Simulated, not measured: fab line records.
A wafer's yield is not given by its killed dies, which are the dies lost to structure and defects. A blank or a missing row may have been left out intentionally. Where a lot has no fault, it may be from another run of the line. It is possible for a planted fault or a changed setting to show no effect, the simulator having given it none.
fab line records -- flow nandHarc
record lots=7, wafers=21, lastDay=25
route steps=1159 shown THIN_TSV@1127 END@1159
lots untouched by any fault: they come from a run of this same line in which no faults occurred
startH: start of the lot's first displayed wafer, in hours after the record's first day -- waitH: time in hours since the lot's previous step -- " same as the row above -- L1.1+2: one row covering several wafers at once -- - either no value or no given start -- * or withheld: withheld -- < > ~ a bound
route shown NAME@n: a module of which the file shows steps, and the number in the route of the first -- usual: mean/standard deviation taken from wafers without a fault -- same: alike in all rows -- chamber/n: place in a boat -- sites: readings site by site -- _std_site: how widely they spread, as a standard deviation -- _edge_site: inner sites' mean taken away from outer sites' mean -- radiusMm: how far each site lies from the wafer's centre -- mask NAME#n: copy n -- behind: the last tool/chamber to shape the wafer -- hold: cause of the lot's hold/its duration in hours/its outcome -- device: the n, p or np transistor that did not switch -- end of line: at the end of the route, the tests of the same wafers -- where a step has no rows: the recipe by itself -- killed: dies lost to structure and defects at the first sort, not the wafer's yield -- map: dies across one wafer; x = killed, . = not, _ = none there
set.NAME: the setting that was run; set.NAME@STEP: the one run at that earlier step -- model.NAME: the simulator's own value behind a step, which no gauge read
lots at selected steps of the route; one table per step, one row per wafer
services: when a tool's chamber went out of use (startH, in hours from the record's first day, below 0 if earlier), for how many hours, and the reason
## steps
# step NHARC_THIN_TSV_DEGAS_49
# recipe tempC=300, timeS=120
# usual heaterPowerW=458/60
lot.wafer,tool,chamber,startH,waitH,heaterPowerW
L250.3,pvdSputter-03,-,442.52,0.1,454
L250.4,pvdSputter-03,-,442.52,0.1,458
L250.6,pvdSputter-03,-,442.52,0.1,461
L254.1,pvdSputter-03,-,470.87,0.2,404
L254.4,pvdSputter-03,-,470.87,0.2,487
L254.6,pvdSputter-03,-,470.87,0.2,477
L263.2,pvdSputter-03,-,523.07,0.1,482
L263.1,pvdSputter-03,-,523.07,0.1,491
L263.5,pvdSputter-03,-,523.07,0.1,414
L264.4,pvdSputter-01,-,535.28,0.1,498
L264.2,pvdSputter-01,-,535.28,0.1,485
L264.5,pvdSputter-01,-,535.28,0.1,498
L262.1,pvdSputter-02,-,536.57,0.2,395
L262.5,pvdSputter-02,-,536.57,0.2,441
L262.6,pvdSputter-02,-,536.57,0.2,568
L268.2,pvdSputter-02,-,559.09,0.1,384
L268.3,pvdSputter-02,-,559.09,0.1,582
L268.5,pvdSputter-02,-,559.09,0.1,389
L267.2,pvdSputter-03,-,571.11,0.2,490
L267.4,pvdSputter-03,-,571.11,0.2,453
L267.6,pvdSputter-03,-,571.11,0.2,418
# step NHARC_THIN_TSV_PRE_CLEAN_50
# recipe timeS=30, tempC=280, gas=H2/He
# usual heaterPowerW=399/53
lot.wafer,tool,chamber,startH,waitH,heaterPowerW
L250.3,pvdSputter-03,-,-,-,367
L250.4,pvdSputter-03,-,-,-,418
L250.6,pvdSputter-03,-,-,-,369
L254.1,pvdSputter-03,-,-,-,412
L254.4,pvdSputter-03,-,-,-,354
L254.6,pvdSputter-03,-,-,-,436
L263.1,pvdSputter-03,-,-,-,376
L263.2,pvdSputter-03,-,-,-,411
L263.5,pvdSputter-03,-,-,-,386
L264.2,pvdSputter-01,-,-,-,450
L264.4,pvdSputter-01,-,-,-,295
L264.5,pvdSputter-01,-,-,-,457
L262.1,pvdSputter-02,-,-,-,413
L262.5,pvdSputter-02,-,-,-,401
L262.6,pvdSputter-02,-,-,-,501
L268.2,pvdSputter-02,-,-,-,512
L268.3,pvdSputter-02,-,-,-,338
L268.5,pvdSputter-02,-,-,-,485
L267.4,pvdSputter-03,-,-,-,358
L267.2,pvdSputter-03,-,-,-,419
L267.6,pvdSputter-03,-,-,-,404
# step NHARC_THIN_TSV_PVD_19
# recipe targetThkA=200, chamberPressurePa=5, material=TaN
# usual chamberPressurePa=4.999/0.01, throttleValvePct=30.2/1.4
lot.wafer,tool,chamber,startH,waitH,chamberPressurePa,throttleValvePct
L250.4,pvdSputter-03,-,-,-,5.001,30.2
L250.3,pvdSputter-03,-,-,-,4.984,26.7
L250.6,pvdSputter-03,-,-,-,5.017,26.7
L254.4,pvdSputter-03,-,-,-,4.996,26.9
L254.1,pvdSputter-03,-,-,-,5.010,29.6
L254.6,pvdSputter-03,-,-,-,4.985,26.9
L263.1,pvdSputter-03,-,-,-,4.998,30.3
L263.2,pvdSputter-03,-,-,-,4.997,32.0
L263.5,pvdSputter-03,-,-,-,4.993,29.2
L264.2,pvdSputter-01,-,-,-,4.997,30.6
L264.4,pvdSputter-01,-,-,-,4.991,30.2
L264.5,pvdSputter-01,-,-,-,4.984,31.1
L262.1,pvdSputter-02,-,-,-,4.988,31.2
L262.6,pvdSputter-02,-,-,-,4.990,29.9
L262.5,pvdSputter-02,-,-,-,4.990,30.9
L268.2,pvdSputter-02,-,-,-,5.009,30.1
L268.3,pvdSputter-02,-,-,-,5.004,29.3
L268.5,pvdSputter-02,-,-,-,5.006,30.1
L267.2,pvdSputter-03,-,-,-,5.002,31.8
L267.4,pvdSputter-03,-,-,-,5.009,29.3
L267.6,pvdSputter-03,-,-,-,5.013,30.6
# step NHARC_THIN_TSV_PVD_51
# recipe targetThkA=1000, chamberPressurePa=5, material=Cu
# usual chamberPressurePa=5.002/0.011, throttleValvePct=30.1/1.4
lot.wafer,tool,chamber,startH,waitH,chamberPressurePa,throttleValvePct
L250.3,pvdSputter-03,-,-,-,4.996,26.8
L250.4,pvdSputter-03,-,-,-,4.997,31.5
L250.6,pvdSputter-03,-,-,-,4.993,31.4
L254.4,pvdSputter-03,-,-,-,4.999,29.4
L254.1,pvdSputter-03,-,-,-,4.993,31.9
L254.6,pvdSputter-03,-,-,-,4.999,29.1
L263.1,pvdSputter-03,-,-,-,4.996,32.0
L263.2,pvdSputter-03,-,-,-,5.004,30.3
L263.5,pvdSputter-03,-,-,-,5.014,27.0
L264.4,pvdSputter-01,-,-,-,5.002,30.6
L264.2,pvdSputter-01,-,-,-,5.006,29.9
L264.5,pvdSputter-01,-,-,-,4.999,30.1
L262.1,pvdSputter-02,-,-,-,4.989,31.2
L262.5,pvdSputter-02,-,-,-,4.997,28.9
L262.6,pvdSputter-02,-,-,-,5.012,30.1
L268.3,pvdSputter-02,-,-,-,5.011,31.1
L268.2,pvdSputter-02,-,-,-,5.010,29.2
L268.5,pvdSputter-02,-,-,-,4.993,29.5
L267.2,pvdSputter-03,-,-,-,5.005,26.7
L267.4,pvdSputter-03,-,-,-,4.977,29.4
L267.6,pvdSputter-03,-,-,-,5.008,26.9
# step NHARC_THIN_TSV_ECD_20
# recipe targetThkA=20000, material=Cu
# step NHARC_THIN_TSV_ANNEAL_52
# recipe tempC=225, timeS=90
# step NHARC_THIN_TSV_CMP_21
# recipe tOverpolishS=30, targetThkNm=2000
# step NHARC_THIN_TSV_SRD_23
# step NHARC_THIN_TSV_DEGAS_53
# recipe tempC=300, timeS=60
# usual heaterPowerW=463/59
lot.wafer,tool,chamber,startH,waitH,heaterPowerW
L250.3,pvdSputter-03,-,444.96,0.1,408
L250.4,pvdSputter-03,-,444.96,0.1,457
L250.6,pvdSputter-03,-,444.96,0.1,514
L254.1,pvdSputter-03,-,472.85,0.1,442
L254.4,pvdSputter-03,-,472.85,0.1,419
L254.6,pvdSputter-03,-,472.85,0.1,471
L263.2,pvdSputter-02,-,525.09,0.1,462
L263.1,pvdSputter-02,-,525.09,0.1,389
L263.5,pvdSputter-02,-,525.09,0.1,443
L264.2,pvdSputter-01,-,537.29,0.1,475
L264.4,pvdSputter-01,-,537.29,0.1,339
L264.5,pvdSputter-01,-,537.29,0.1,466
L262.1,pvdSputter-03,-,538.52,0.1,441
L262.5,pvdSputter-03,-,538.52,0.1,438
L262.6,pvdSputter-03,-,538.52,0.1,420
L268.2,pvdSputter-02,-,561.13,0.1,581
L268.3,pvdSputter-02,-,561.13,0.1,377
L268.5,pvdSputter-02,-,561.13,0.1,570
L267.4,pvdSputter-03,-,573.15,0.1,405
L267.2,pvdSputter-03,-,573.15,0.1,477
L267.6,pvdSputter-03,-,573.15,0.1,411
# step NHARC_THIN_TSV_PRE_CLEAN_54
# recipe timeS=30, tempC=280, gas=H2/He
# step NHARC_THIN_TSV_PVD_55
# recipe targetThkA=500, material=TiN
# step NHARC_THIN_TSV_PVD_24
# recipe targetThkA=8000, powerW=withheld, chamberPressurePa=withheld, substrateTempC=withheld, timeS=withheld, gas=Ar, material=Al
lot.wafer,tool,chamber,startH,waitH
L250.3+4+6,pvdSputter-03,-,445.26,0.1
L254.4+1+6,pvdSputter-03,-,473.14,0.1
L263.1+2+5,pvdSputter-02,-,525.37,0.1
L264.4+2+5,pvdSputter-01,-,537.69,0.2
L262.1+6+5,pvdSputter-03,-,538.87,0.2
L268.2+3+5,pvdSputter-02,-,561.41,0.1
L267.2+4+6,pvdSputter-03,-,573.50,0.2
# step NHARC_THIN_TSV_DEHYDRATE_25
# recipe tempC=150, timeS=120
# step NHARC_END_SORT_01
# recipe tempC=25
# usual defectLimitedYield=95.4/1.8, killedAtArray=27/11, killedAtOther=0.7/1.1, killedAtPeriphery=3.4/2.1, killedDies=31/12, killedOpen=3.6/2, killedShort=2.0/1.3, sort_bin_2_pct=1.5/0.71, sort_bin_3_pct=0.25/0.22, sort_bin_4_pct=2.9/1.2, sortNPass=646/12, sortRimYieldPct=95.0/2.5, sortYieldPct=95.4/1.8
# same grossDies=677, sort_bin_5_pct[%]=0, sort_bin_6_pct[%]=0, sort_bin_7_pct[%]=0, sort_bin_8_pct[%]=0, sortRimNGross=106.00
lot.wafer,tool,chamber,startH,waitH,defectLimitedYield[%],killedAtArray,killedAtOther,killedAtPeriphery,killedDies,killedOpen,killedShort,sort_bin_2_pct[%],sort_bin_3_pct[%],sort_bin_4_pct[%],sortNPass,sortRimYieldPct[%],sortYieldPct[%]
L250.3,prober-01,0,460.12,3.1,96.5,23,0,1,24,4,0,1.8,0.15,1.6,653,98.1,96.5
L250.4,prober-01,0,460.92,3.4,96.2,21,0,5,26,2,0,0.9,0.44,2.5,651,98.1,96.2
L250.6,prober-01,0,462.54,4.0,95.9,24,2,2,28,1,2,1.8,0.15,2.2,649,99.1,95.9
L254.1,prober-02,0,482.63,2.5,95.7,28,0,1,29,2,1,1.5,0.15,2.7,648,94.3,95.7
L254.4,prober-02,0,485.04,3.4,93.9,38,1,2,41,4,3,2.5,0.59,3.0,636,97.2,93.9
L254.6,prober-02,0,486.65,4.0,94.7,33,0,3,36,7,4,1.0,0.30,4.0,641,95.3,94.7
L263.1,prober-02,0,532.62,2.5,0,14,663,0,677,3,2,98.5,0.30,1.2,0,0,0
L263.2,prober-02,0,533.41,2.8,0,16,656,5,677,5,3,97.9,0,2.1,0,0,0
L263.5,prober-02,0,535.80,3.7,0,15,657,5,677,6,3,97.9,0,2.1,0,0,0
L264.2,prober-02,0,548.97,2.8,0,30,641,6,677,6,0,96.8,0,3.2,0,0,0
L264.4,prober-02,0,550.58,3.4,0,28,642,7,677,4,1,96.0,0.15,3.8,0,0,0
L264.5,prober-02,0,551.39,3.7,0,36,634,7,677,5,4,96.2,0.59,3.2,0,0,0
L262.1,prober-01,0,554.25,2.5,0,54,616,7,677,3,2,93.2,0.59,6.2,0,0,0
L262.5,prober-01,0,557.48,3.7,0,48,627,2,677,2,4,95.1,0.44,4.4,0,0,0
L262.6,prober-01,0,558.29,4.0,0,49,626,2,677,4,5,93.9,1.03,5.0,0,0,0
L268.2,prober-01,0,571.81,2.8,97.0,18,0,2,20,2,5,1.0,0.15,1.8,657,96.2,97.0
L268.3,prober-01,0,572.64,3.2,96.5,20,1,3,24,7,0,1.0,0.15,2.4,653,92.5,96.5
L268.5,prober-01,0,574.29,3.8,97.2,17,0,2,19,1,2,0.7,0.15,1.9,658,95.3,97.2
L267.2,prober-01,0,589.10,2.8,93.6,39,3,1,43,2,2,1.6,0.44,4.3,634,93.4,93.6
L267.4,prober-01,0,590.71,3.4,93.2,35,5,6,46,6,2,1.0,0.44,5.3,631,92.5,93.2
L267.6,prober-01,0,592.32,4.0,94.5,33,1,3,37,5,3,1.2,0.44,3.8,640,87.7,94.5
# killed by level:class
L250.3 A_CHANNEL_HOLE_D1:chamberFilmFlake=12 A_STAIRCASE:chamberFilmFlake=6 A_CONTACT:geometricParticle:open=2 A_CHANNEL_FILL_D1:geometricParticle:open=1 A_WL_FILL:geometricParticle:open=1 P_ZERO_WELL:chamberFilmFlake=1 A_CONTACT:chamberFilmFlake=1
L250.4 A_CHANNEL_HOLE_D1:chamberFilmFlake=16 P_ZERO_WELL:chamberFilmFlake=2 A_STAIRCASE:chamberFilmFlake=2 A_CONTACT:chamberFilmFlake=2 P_CONTACT:geometricParticle:open=1 A_WL_FILL:geometricParticle:open=1 P_STI:chamberFilmFlake=1 P_GATE:chamberFilmFlake=1
L250.6 A_CHANNEL_HOLE_D1:chamberFilmFlake=20 A_STAIRCASE:chamberFilmFlake=2 THIN_TSV:chamberFilmFlake=2 P_M0:geometricParticle:open=1 A_ONON_D1:geometricParticle:short=1 A_WL_FILL:geometricParticle:short=1 P_M2:chamberFilmFlake=1
L254.1 A_CHANNEL_HOLE_D1:chamberFilmFlake=16 A_STAIRCASE:chamberFilmFlake=8 P_M2:geometricParticle:open=1 A_ONON_D1:geometricParticle:open=1 A_CHANNEL_FILL_D1:geometricParticle:short=1 A_CONTACT:chamberFilmFlake=1 A_BONDPAD:chamberFilmFlake=1
L254.4 A_CHANNEL_HOLE_D1:chamberFilmFlake=22 A_STAIRCASE:chamberFilmFlake=4 A_CONTACT:geometricParticle:open=2 A_CONTACT:geometricParticle:short=2 A_ZERO_WELL:chamberFilmFlake=2 A_SGD_CUT:chamberFilmFlake=2 A_CONTACT:chamberFilmFlake=2 P_CONTACT:geometricParticle:short=1
L254.6 A_CHANNEL_HOLE_D1:chamberFilmFlake=17 A_CONTACT:chamberFilmFlake=4 A_CONTACT:geometricParticle:open=3 A_STAIRCASE:chamberFilmFlake=3 P_CONTACT:geometricParticle:short=2 A_ONON_D1:geometricParticle:open=2 A_SOURCE_PLATE:geometricParticle:short=1 A_ONON_D1:geometricParticle:short=1
L263.1 THIN_TSV:areaPvd=662 A_SLIT:chamberFilmFlake=8 A_BLC:geometricParticle:open=2 A_CHANNEL_HOLE_D1:chamberFilmFlake=2 A_CHANNEL_FILL_D1:geometricParticle:short=1 A_M0:geometricParticle:short=1 STARTING-WAFER:geometricParticle:open=1
L263.2 THIN_TSV:areaPvd=655 A_SLIT:chamberFilmFlake=8 P_CONTACT:geometricParticle:open=2 A_CHANNEL_HOLE_D1:chamberFilmFlake=2 A_CONTACT:chamberFilmFlake=2 P_GATE:geometricParticle:short=1 A_CHANNEL_FILL_D1:geometricParticle:short=1 A_WL_FILL:geometricParticle:short=1
L263.5 THIN_TSV:areaPvd=657 A_SLIT:chamberFilmFlake=4 A_CHANNEL_HOLE_D1:chamberFilmFlake=3 A_CONTACT:geometricParticle:short=2 P_STI:chamberFilmFlake=2 P_CONTACT:geometricParticle:open=1 P_M0:geometricParticle:open=1 A_SOURCE_PLATE:geometricParticle:open=1
L264.2 THIN_TSV:areaPvd=641 A_CHANNEL_HOLE_D1:chamberFilmFlake=25 A_SGD_CUT:geometricParticle:open=2 P_BONDPAD:chamberFilmFlake=2 A_CONTACT:chamberFilmFlake=2 P_STI:geometricParticle:open=1 P_GATE:geometricParticle:open=1 P_M0:geometricParticle:open=1
L264.4 THIN_TSV:areaPvd=642 A_CHANNEL_HOLE_D1:chamberFilmFlake=22 P_BONDPAD:chamberFilmFlake=4 A_M0:geometricParticle:open=2 A_CONTACT:chamberFilmFlake=2 P_CONTACT:geometricParticle:open=1 A_SGD_CUT:geometricParticle:open=1 A_CONTACT:geometricParticle:short=1
L264.5 THIN_TSV:areaPvd=634 A_CHANNEL_HOLE_D1:chamberFilmFlake=28 P_BONDPAD:chamberFilmFlake=3 A_CONTACT:geometricParticle:open=2 A_CONTACT:chamberFilmFlake=2 P_STI:geometricParticle:short=1 P_M0:geometricParticle:open=1 P_M0:geometricParticle:short=1
L262.1 THIN_TSV:areaPvd=615 A_CHANNEL_HOLE_D1:chamberFilmFlake=25 A_SLIT:chamberFilmFlake=13 A_STAIRCASE:chamberFilmFlake=8 P_ZERO_WELL:chamberFilmFlake=5 A_CONTACT:chamberFilmFlake=5 P_GATE:geometricParticle:open=1 P_GATE:geometricParticle:short=1
L262.5 THIN_TSV:areaPvd=625 A_CHANNEL_HOLE_D1:chamberFilmFlake=26 A_SLIT:chamberFilmFlake=7 A_STAIRCASE:chamberFilmFlake=5 A_CONTACT:chamberFilmFlake=5 THIN_TSV:chamberFilmFlake=2 P_CONTACT:geometricParticle:short=1 P_M2:geometricParticle:open=1
L262.6 THIN_TSV:areaPvd=624 A_CHANNEL_HOLE_D1:chamberFilmFlake=24 A_STAIRCASE:chamberFilmFlake=7 A_SLIT:chamberFilmFlake=7 A_CONTACT:chamberFilmFlake=4 THIN_TSV:chamberFilmFlake=2 P_STI:geometricParticle:short=1 P_M0:geometricParticle:open=1
L268.2 A_CHANNEL_HOLE_D1:chamberFilmFlake=7 A_WL_FILL:geometricParticle:short=3 A_M0:chamberFilmFlake=3 P_GATE:chamberFilmFlake=2 A_CHANNEL_FILL_D1:geometricParticle:open=1 A_SGD_CUT:geometricParticle:short=1 A_CONTACT:geometricParticle:short=1 A_CONTACT:geometricParticle:open=1
L268.3 A_CHANNEL_HOLE_D1:chamberFilmFlake=6 A_CONTACT:chamberFilmFlake=6 P_CONTACT:geometricParticle:open=1 P_M0:geometricParticle:open=1 A_ONON_D1:geometricParticle:open=1 A_WL_FILL:geometricParticle:open=1 A_CONTACT:geometricParticle:open=1 A_M0:geometricParticle:open=1
L268.5 A_CHANNEL_HOLE_D1:chamberFilmFlake=9 P_GATE:chamberFilmFlake=2 A_CONTACT:chamberFilmFlake=2 A_CHANNEL_FILL_D1:chamberFilmFlake=1 A_ONON_D1:geometricParticle:open=1 A_CHANNEL_FILL_D1:geometricParticle:short=1 A_BLC:geometricParticle:short=1 A_WL_FILL:chamberFilmFlake=1
L267.2 A_SLIT:chamberFilmFlake=23 A_CHANNEL_HOLE_D1:chamberFilmFlake=6 A_CONTACT:chamberFilmFlake=4 THIN_TSV:chamberFilmFlake=3 A_WL_FILL:chamberFilmFlake=2 P_GATE:geometricParticle:open=1 A_SGD_CUT:geometricParticle:short=1 A_CONTACT:geometricParticle:short=1
L267.4 A_SLIT:chamberFilmFlake=22 A_CHANNEL_HOLE_D1:chamberFilmFlake=5 A_CONTACT:chamberFilmFlake=4 THIN_TSV:chamberFilmFlake=4 A_CONTACT:geometricParticle:open=3 P_ZERO_WELL:chamberFilmFlake=3 P_CONTACT:geometricParticle:open=2 P_GATE:geometricParticle:open=1
L267.6 A_SLIT:chamberFilmFlake=11 A_CHANNEL_HOLE_D1:chamberFilmFlake=9 A_STAIRCASE:chamberFilmFlake=3 A_CONTACT:chamberFilmFlake=3 A_CHANNEL_FILL_D1:geometricParticle:short=2 A_CONTACT:geometricParticle:open=2 P_ZERO_WELL:chamberFilmFlake=2 P_STI:geometricParticle:open=1
# map L262.1 (x killed, . not)
____________x____________
_________xxxxxxx_________
_______xxxxxxxxxxx_______
______xxxxxxxxxxxxx______
_____xxxxxxxxxxxxxxx_____
____xxxxxxxxxxxxxxxxx____
____xxxxxxxxxxxxxxxxx____
___xxxxxxxxxxxxxxxxxxx___
___xxxxxxxxxxxxxxxxxxx___
__xxxxxxxxxxxxxxxxxxxxx__
__xxxxxxxxxxxxxxxxxxxxx__
_xxxxxxxxxxxxxxxxxxxxxxx_
_xxxxxxxxxxxxxxxxxxxxxxx_
_xxxxxxxxxxxxxxxxxxxxxxx_
_xxxxxxxxxxxxxxxxxxxxxxx_
_xxxxxxxxxxxxxxxxxxxxxxx_
xxxxxxxxxxxxxxxxxxxxxxxxx
xxxxxxxxxxxxxxxxxxxxxxxxx
xxxxxxxxxxxxxxxxxxxxxxxxx
xxxxxxxxxxxxxxxxxxxxxxxxx
xxxxxxxxxxxxxxxxxxxxxxxxx
_xxxxxxxxxxxxxxxxxxxxxxx_
_xxxxxxxxxxxxxxxxxxxxxxx_
_xxxxxxxxxxxxxxxxxxxxxxx_
_xxxxxxxxxxxxxxxxxxxxxxx_
_xxxxxxxxxxxxxxxxxxxxxxx_
__xxxxxxxxxxxxxxxxxxxxx__
__xxxxxxxxxxxxxxxxxxxxx__
___xxxxxxxxxxxxxxxxxxx___
___xxxxxxxxxxxxxxxxxxx___
____xxxxxxxxxxxxxxxxx____
____xxxxxxxxxxxxxxxxx____
_____xxxxxxxxxxxxxxx_____
______xxxxxxxxxxxxx______
_______xxxxxxxxxxx_______
_________xxxxxxx_________
____________x____________
# map L263.1 (x killed, . not)
____________x____________
_________xxxxxxx_________
_______xxxxxxxxxxx_______
______xxxxxxxxxxxxx______
_____xxxxxxxxxxxxxxx_____
____xxxxxxxxxxxxxxxxx____
____xxxxxxxxxxxxxxxxx____
___xxxxxxxxxxxxxxxxxxx___
___xxxxxxxxxxxxxxxxxxx___
__xxxxxxxxxxxxxxxxxxxxx__
__xxxxxxxxxxxxxxxxxxxxx__
_xxxxxxxxxxxxxxxxxxxxxxx_
_xxxxxxxxxxxxxxxxxxxxxxx_
_xxxxxxxxxxxxxxxxxxxxxxx_
_xxxxxxxxxxxxxxxxxxxxxxx_
_xxxxxxxxxxxxxxxxxxxxxxx_
xxxxxxxxxxxxxxxxxxxxxxxxx
xxxxxxxxxxxxxxxxxxxxxxxxx
xxxxxxxxxxxxxxxxxxxxxxxxx
xxxxxxxxxxxxxxxxxxxxxxxxx
xxxxxxxxxxxxxxxxxxxxxxxxx
_xxxxxxxxxxxxxxxxxxxxxxx_
_xxxxxxxxxxxxxxxxxxxxxxx_
_xxxxxxxxxxxxxxxxxxxxxxx_
_xxxxxxxxxxxxxxxxxxxxxxx_
_xxxxxxxxxxxxxxxxxxxxxxx_
__xxxxxxxxxxxxxxxxxxxxx__
__xxxxxxxxxxxxxxxxxxxxx__
___xxxxxxxxxxxxxxxxxxx___
___xxxxxxxxxxxxxxxxxxx___
____xxxxxxxxxxxxxxxxx____
____xxxxxxxxxxxxxxxxx____
_____xxxxxxxxxxxxxxx_____
______xxxxxxxxxxxxx______
_______xxxxxxxxxxx_______
_________xxxxxxx_________
____________x____________
## services
tool,chamber,startH,hours,kind
pvdSputter-03,-,435.41,0.5,repair
pvdSputter-03,-,458.04,10.0,pm
pvdSputter-01,-,464.33,4.0,repair
pvdSputter-03,-,495.71,0.8,repair
pvdSputter-01,-,519.53,10.0,pm
pvdSputter-02,-,547.95,1.1,repair
## key
firstSign step=NHARC_END_SORT_01, reading=killedAtOther, direction=up, sigmas=99+, usual=0.7, struck=640.2
effect step=NHARC_END_SORT_01, reading=sort_bin_2_pct, direction=up, sigmas=99+, usual=1.5, struck=96.2
moreKillsBornAt NHARC_THIN_TSV_PVD_24@pvdSputter-02=1974, NHARC_THIN_TSV_PVD_24@pvdSputter-01=1917, NHARC_THIN_TSV_PVD_24@pvdSputter-03=1864
metAt NHARC_THIN_TSV_PVD_24
struckWafers L262.1,L262.5,L262.6,L263.1,L263.2,L263.5,L264.2,L264.4,L264.5
laterRowsLeftOut L262.1,L262.5,L262.6,L263.1,L263.2,L263.5,L264.2,L264.4,L264.5
onsetBetween 473.14 525.37
fault kind=skippedStepWhole, tool=pvdSputter-01,pvdSputter-02,pvdSputter-03, chamber=-, onsetH=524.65, steps=NHARC_THIN_TSV_PVD_24, scope=struckLotsOnly
# laterRowsLeftOut: the simulator's readings of these wafers behind a module that went badly wrong aren't trusted and aren't shown, but for the sort
